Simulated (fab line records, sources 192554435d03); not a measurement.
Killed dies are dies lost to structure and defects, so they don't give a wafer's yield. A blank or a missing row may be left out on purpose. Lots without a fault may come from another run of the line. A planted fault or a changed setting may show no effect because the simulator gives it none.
Chamber matching | flow n5_finfet | N5_BEOL_M1_STRIP_19 on rie_diel-05: 4 sister chambers
The step strips in O2. 4 wafers are shown with their chamber, then 10 later ones without.

WAFERS WITH THEIR CHAMBER
wafer  | chamber | drypump_motor_current_A (A)
L088.1 | 3       | 5.1
L088.5 | 0       | 6.8
L087.1 | 2       | 5.1
L087.5 | 1       | 5.4

WAFERS WITHOUT THEIR CHAMBER
wafer  | drypump_motor_current_A (A)
L087.6 | 6.8
L093.3 | 5.1
L093.5 | 5.0
L093.6 | 5.1
L097.3 | 5.4
L097.5 | 6.8
L097.6 | 5.1
L091.3 | 5.4
L091.4 | 5.1
L091.5 | 5.1

WHICH CHAMBER EACH WENT THROUGH
wafer  | from the rows above     | in truth
L087.6 | 0                       | 0
L093.3 | can't be placed: 2 or 3 | 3
L093.5 | can't be placed: 2 or 3 | 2
L093.6 | can't be placed: 2 or 3 | 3
L097.3 | 1                       | 1
L097.5 | 0                       | 0
L097.6 | can't be placed: 2 or 3 | 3
L091.3 | 1                       | 1
L091.4 | can't be placed: 2 or 3 | 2
L091.5 | can't be placed: 2 or 3 | 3
Placed correctly: 4 of 10. Can't be placed from these rows: 6 (the true chamber is among the candidates in 6). Placed wrongly: 0.
How it was worked out, from the rows above alone: a wafer's distance from a chamber is the root of the sum, over the readings, of the square of ((its reading less the chamber's mean) divided by the reading's scatter). The wafer belongs to the nearest chamber; if the next one is less than 2 further off, it can't be placed. A chamber's mean is the mean of its shown wafers. The scatter: with one shown wafer a chamber, the root of the mean of the squares of how far each hidden wafer lies from its nearest shown one.
